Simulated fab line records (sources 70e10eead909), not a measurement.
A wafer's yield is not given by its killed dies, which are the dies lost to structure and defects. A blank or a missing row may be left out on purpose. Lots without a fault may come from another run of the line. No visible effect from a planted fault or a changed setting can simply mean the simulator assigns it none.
Chamber matching -- flow nand-harc -- NHARC_P_BONDPAD_CMP_19 on cmp-02 has 4 sister chambers
The step polishes, t overpolish 30 s, cu recess touch 16 s, target thk 160.81 nm. 8 wafers are shown with their chamber, then 9 later ones without.

## WAFERS, EACH WITH ITS CHAMBER
wafer,chamber,motor-current-A (A),edge-zone-pressure-frac
L077.6,3,12.5,1.002
L086.1,2,10.8,0.997
L088.3,1,14.0,1.003
L088.4,2,11.0,0.991
L088.6,0,10.7,0.999
L089.1,0,11.3,0.994
L089.2,1,13.9,1.007
L089.3,3,13.0,1.003

## WAFERS WITHOUT THEIR CHAMBER
wafer,motor-current-A (A),edge-zone-pressure-frac
L092.2,13.0,1.001
L092.4,14.2,0.991
L092.6,10.6,1.006
L095.2,14.7,1.004
L095.3,10.6,0.997
L095.6,11.2,0.996
L097.4,11.4,1.003
L097.5,11.1,1.003
L097.6,13.9,1.005

## THE CHAMBER EACH PASSED THROUGH
wafer,from the rows above,in truth
L092.2,3,3
L092.4,can't be placed: 1 or 3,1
L092.6,can't be placed: 0 or 2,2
L095.2,1,1
L095.3,can't be placed: 0 or 2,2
L095.6,can't be placed: 0 or 2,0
L097.4,can't be placed: 0 or 2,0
L097.5,can't be placed: 0 or 2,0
L097.6,1,1
3 of 9 placed correctly. From these rows, 6 cannot be placed; in 6 the true chamber is one of the candidates. 0 placed wrongly.
How it was worked out, from the rows above alone: a wafer's distance from a chamber is the root of the sum, over the readings, of the square of ((its reading less the chamber's mean) divided by the reading's scatter). The wafer belongs to the nearest chamber; if the next one is less than 2 further off, it can't be placed. A chamber's mean is the mean of its shown wafers. The scatter: take each reading less its chamber's mean, square it, sum over the shown wafers, divide by the number of wafers less the number of chambers, and take the root.
